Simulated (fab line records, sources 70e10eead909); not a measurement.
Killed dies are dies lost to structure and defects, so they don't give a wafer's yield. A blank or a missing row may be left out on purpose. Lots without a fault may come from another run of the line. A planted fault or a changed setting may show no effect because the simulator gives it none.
Which tool did it? | flow nand_harc | 24 lots, 72 wafers sampled, at 5 steps of a route of 1302

WHAT THE GAUGES READ, wafer by wafer
NHARC_P_STI_OVL_MEAS_10.
lot  | measured     | on         | overlay_x_nm (nm) | overlay_y_nm (nm)
L074 | day 2 21:08  | overlay-01 | -1 -2 -1          | 5 6 5
L075 | day 3 04:44  | overlay-01 | 6 6 6             | -3 -2 -3
L076 | day 3 17:16  | overlay-02 | -3 -4 -3          | -2 -2 -2
L077 | day 4 01:17  | overlay-01 | 4 3 3             | 0 0 0
L078 | day 4 10:06  | overlay-02 | -5 -5 -6          | -2 -3 -3
L079 | day 4 22:20  | overlay-01 | -12 -13 -12       | -7 -7 -7
L080 | day 5 07:45  | overlay-01 | -4 -4 -5          | -3 -3 -3
L081 | day 5 16:41  | overlay-02 | -7 -8 -8          | -9 -9 -9
L082 | day 6 04:49  | overlay-01 | -1 -1 -1          | 7 7 7
L083 | day 6 15:47  | overlay-02 | -3 -3 -3          | 3 3 2
L084 | day 7 02:46  | overlay-01 | -3 -3 -3          | 3 3 3
L085 | day 7 10:46  | overlay-01 | 6 6 6             | -3 -2 -2
L086 | day 7 23:07  | overlay-02 | -4 -4 -4          | 11 10 10
L087 | day 8 06:40  | overlay-01 | -2 -2 -2          | 3 4 3
L088 | day 8 16:07  | overlay-01 | 8 9 9             | 5 4 5
L089 | day 9 00:07  | overlay-01 | 4 5 4             | 4 3 3
L090 | day 9 13:07  | overlay-02 | 5 5 5             | 5 5 5
L091 | day 9 20:13  | overlay-02 | 3 3 3             | -4 -4 -4
L092 | day 10 06:28 | overlay-01 | -1 -1 -2          | -3 -3 -2
L093 | day 10 20:01 | overlay-01 | 11 11 11          | -1 -1 -1
L094 | day 11 05:08 | overlay-01 | -2 -1 -2          | -1 -1 -1
L095 | day 11 15:23 | overlay-01 | -1 -1 -1          | -9 -9 -9
L096 | day 12 02:12 | overlay-02 | 0 0 0             | -2 -2 -3
L097 | day 12 11:13 | overlay-02 | 6 6 6             | -3 -2 -3

NHARC_P_STI_CD_MEAS_16.
lot  | measured     | on        | cd_nm (nm)
L074 | day 2 21:44  | cd_sem-03 | 197.5 198.0 199.6
L075 | day 3 05:23  | cd_sem-01 | 199.0 197.3 199.1
L076 | day 3 17:55  | cd_sem-03 | 201.0 201.3 200.9
L077 | day 4 01:53  | cd_sem-03 | 204.5 199.7 202.3
L078 | day 4 10:45  | cd_sem-01 | 202.1 201.2 201.7
L079 | day 4 22:56  | cd_sem-03 | 199.8 201.8 199.9
L080 | day 5 08:22  | cd_sem-02 | 198.7 201.1 201.2
L081 | day 5 17:21  | cd_sem-03 | 201.1 203.3 200.6
L082 | day 6 05:26  | cd_sem-03 | 199.5 198.9 199.9
L083 | day 6 16:23  | cd_sem-01 | 196.6 197.6 198.3
L084 | day 7 03:22  | cd_sem-03 | 198.9 198.3 199.8
L085 | day 7 11:26  | cd_sem-02 | 200.5 203.5 199.1
L086 | day 7 23:43  | cd_sem-02 | 200.0 197.4 197.6
L087 | day 8 07:19  | cd_sem-02 | 200.9 202.6 202.0
L088 | day 8 16:45  | cd_sem-03 | 202.2 198.6 199.6
L089 | day 9 00:44  | cd_sem-02 | 200.7 198.6 201.4
L090 | day 9 13:43  | cd_sem-03 | 199.4 200.1 200.4
L091 | day 9 20:52  | cd_sem-02 | 201.6 200.2 201.4
L092 | day 10 07:04 | cd_sem-03 | 200.8 199.2 197.2
L093 | day 10 20:38 | cd_sem-02 | 201.4 199.1 200.2
L094 | day 11 05:44 | cd_sem-01 | 200.2 201.3 201.3
L095 | day 11 16:02 | cd_sem-03 | 198.7 201.0 200.0
L096 | day 12 02:51 | cd_sem-03 | 199.8 202.8 202.6
L097 | day 12 11:56 | cd_sem-01 | 199.0 199.1 201.3

NHARC_P_STI_INSPECT_25.
lot  | measured     | on                | raw_defect_count
L074 | day 3 23:34  | defect_inspect-01 | 322 326 252
L075 | day 4 06:56  | defect_inspect-02 | 168 120 215
L076 | day 4 19:52  | defect_inspect-01 | 248 161 181
L077 | day 5 04:02  | defect_inspect-01 | 392 213 284
L078 | day 5 13:05  | defect_inspect-02 | 188 192 117
L079 | day 6 00:14  | defect_inspect-01 | 214 338 249
L080 | day 6 15:55  | defect_inspect-01 | 372 241 194
L081 | day 6 23:53  | defect_inspect-01 | 228 199 239
L082 | day 7 14:01  | defect_inspect-02 | 170 130 214
L083 | day 7 19:56  | defect_inspect-02 | 251 316 196
L084 | day 8 11:47  | defect_inspect-01 | 207 267 121
L085 | day 8 11:47  | defect_inspect-02 | 193 198 138
L086 | day 9 03:37  | defect_inspect-02 | 174 245 184
L087 | day 9 09:53  | defect_inspect-02 | 189 305 221
L088 | day 10 02:50 | defect_inspect-01 | 230 237 156
L089 | day 10 02:50 | defect_inspect-02 | 215 271 257
L090 | day 10 18:07 | defect_inspect-02 | 217 242 204
L091 | day 11 01:27 | defect_inspect-02 | 261 318 313
L092 | day 11 10:54 | defect_inspect-02 | 182 438 176
L093 | day 12 00:13 | defect_inspect-01 | 160 163 195
L094 | day 12 07:35 | defect_inspect-01 | 188 248 272
L095 | day 12 19:01 | defect_inspect-02 | 244 161 175
L096 | day 13 06:43 | defect_inspect-01 | 149 150 154
L097 | day 13 19:25 | defect_inspect-01 | 214 272 416

NHARC_P_GATE_CD_MEAS_46: target cd 720 nm.
lot  | measured     | on        | cd_nm (nm)
L074 | day 5 12:34  | cd_sem-01 | 720.9 721.6 720.5
L075 | day 5 17:26  | cd_sem-02 | 720.3 719.1 720.8
L076 | day 6 11:08  | cd_sem-02 | 721.0 720.3 719.9
L077 | day 6 15:40  | cd_sem-02 | 719.2 718.6 719.5
L078 | day 7 05:16  | cd_sem-02 | 719.7 718.7 720.1
L079 | day 7 10:27  | cd_sem-03 | 721.1 719.3 720.3
L080 | day 8 04:02  | cd_sem-02 | 721.1 719.3 720.1
L081 | day 8 12:40  | cd_sem-03 | 722.2 719.3 720.5
L082 | day 9 02:13  | cd_sem-01 | 719.5 718.0 719.9
L083 | day 9 10:20  | cd_sem-01 | 720.0 719.5 718.6
L084 | day 10 00:50 | cd_sem-01 | 720.6 719.8 720.6
L085 | day 9 23:56  | cd_sem-01 | 719.9 719.9 719.7
L086 | day 10 14:01 | cd_sem-01 | 720.1 718.4 718.8
L087 | day 10 23:56 | cd_sem-02 | 718.6 718.8 719.9
L088 | day 11 15:02 | cd_sem-02 | 718.9 718.4 717.4
L089 | day 11 14:13 | cd_sem-03 | 719.6 718.1 721.1
L090 | day 12 07:57 | cd_sem-01 | 722.7 719.7 721.5
L091 | day 12 15:36 | cd_sem-01 | 719.7 720.8 720.1
L092 | day 12 22:44 | cd_sem-02 | 720.0 722.7 720.8
L093 | day 13 12:06 | cd_sem-02 | 718.8 715.9 718.4
L094 | day 13 22:56 | cd_sem-03 | 719.4 719.0 718.0
L095 | day 14 07:23 | cd_sem-02 | 720.5 721.0 718.7
L096 | day 14 19:36 | cd_sem-03 | 721.1 718.7 721.6
L097 | day 15 09:08 | cd_sem-02 | 719.2 720.2 719.4

NHARC_P_CONTACT_OVL_MEAS_13.
lot  | measured     | on         | overlay_x_nm (nm) | overlay_y_nm (nm)
L074 | day 5 20:41  | overlay-01 | 1.4 1.1 0.9       | -0.1 -0.5 -1.1
L075 | day 6 01:32  | overlay-02 | -1.4 -1.8 -1.0    | -0.2 -0.7 -0.2
L076 | day 6 19:24  | overlay-02 | 0.5 0.8 0.6       | 0.9 1.3 0.7
L077 | day 6 23:55  | overlay-01 | -0.1 -0.2 0.0     | -1.2 -0.9 -0.8
L078 | day 7 13:54  | overlay-02 | 1.4 1.4 1.0       | 1.0 0.8 0.8
L079 | day 7 18:52  | overlay-02 | 0.5 1.1 0.7       | 0.4 0.0 0.1
L080 | day 8 12:30  | overlay-02 | 1.0 1.0 0.5       | 1.1 1.4 0.9
L081 | day 8 20:39  | overlay-02 | -1.8 -2.0 -1.8    | 0.1 0.2 0.6
L082 | day 9 10:29  | overlay-02 | -0.3 -0.3 -0.6    | 0.3 0.5 0.0
L083 | day 9 19:51  | overlay-01 | -0.4 0.5 0.1      | -1.5 -1.3 -0.8
L084 | day 10 08:55 | overlay-02 | -0.1 -0.3 -0.3    | -0.1 0.2 0.0
L085 | day 10 08:15 | overlay-01 | -0.3 -0.4 -0.2    | 1.2 1.4 1.2
L086 | day 10 22:19 | overlay-02 | 0.8 0.2 1.1       | -0.2 -0.2 0.0
L087 | day 11 08:15 | overlay-02 | 0.4 -0.4 0.5      | 1.5 1.0 1.8
L088 | day 11 23:59 | overlay-01 | -0.1 -0.2 0.1     | 0.7 0.9 1.2
L089 | day 11 22:54 | overlay-02 | -0.4 0.4 0.0      | -0.5 -0.4 -0.8
L090 | day 12 16:08 | overlay-01 | -0.6 -0.8 -1.0    | -2.0 -1.4 -1.1
L091 | day 12 23:58 | overlay-01 | -0.7 -1.1 -0.6    | -0.2 -0.2 0.4
L092 | day 13 06:44 | overlay-02 | 0.8 1.0 1.1       | 0.1 -0.1 0.3
L093 | day 13 20:11 | overlay-01 | -1.9 -2.2 -1.1    | -0.1 0.3 0.6
L094 | day 14 07:04 | overlay-01 | -1.1 -1.3 -1.0    | 0.7 1.6 1.8
L095 | day 14 15:32 | overlay-02 | -0.9 -0.8 -0.1    | -0.5 -0.1 0.2
L096 | day 15 04:13 | overlay-02 | 0.9 0.7 0.7       | -0.9 -0.6 0.2
L097 | day 15 17:32 | overlay-02 | -0.3 -0.5 0.0     | -0.6 -0.5 -1.2

WHICH TOOL RAN EACH LOT (tool, then ch and the chambers of the sampled wafers, then the start)
The record holds no process step before these readings.

WHAT THE TOOLS THEMSELVES READ (means of the sampled wafers that have a number; where no wafer has one, the mark that the record gives instead)
The record holds no such reading with a usual standard deviation.

THE ANSWER, worked out from the rows above alone
Rule: what is usual is taken from the lots themselves. Put in order of their means at a reading, lots are off if they are a third of the lots or fewer, leave a main group of 4 or more, and stand apart from it by a gap of 3 or more times the standard deviation of the main group's means; of several such gaps the widest counts. A main group whose means are all the same, to the digits that the tables above print for the reading, isn't used. A lot without any number at a reading at which 4 lots or more have one is off too. The other lots that the step has rows for count as sound. The gauges are gone through in route order, then the tools' own readings, and for those a lot's mean is taken as printed above. The first step at which some lot is off is used, and at that step the reading that is off furthest; a lot without a number counts as furthest.
No lot is off at any reading shown: from this, nothing can be told.

WHAT THE SIMULATOR HAD PUT IN
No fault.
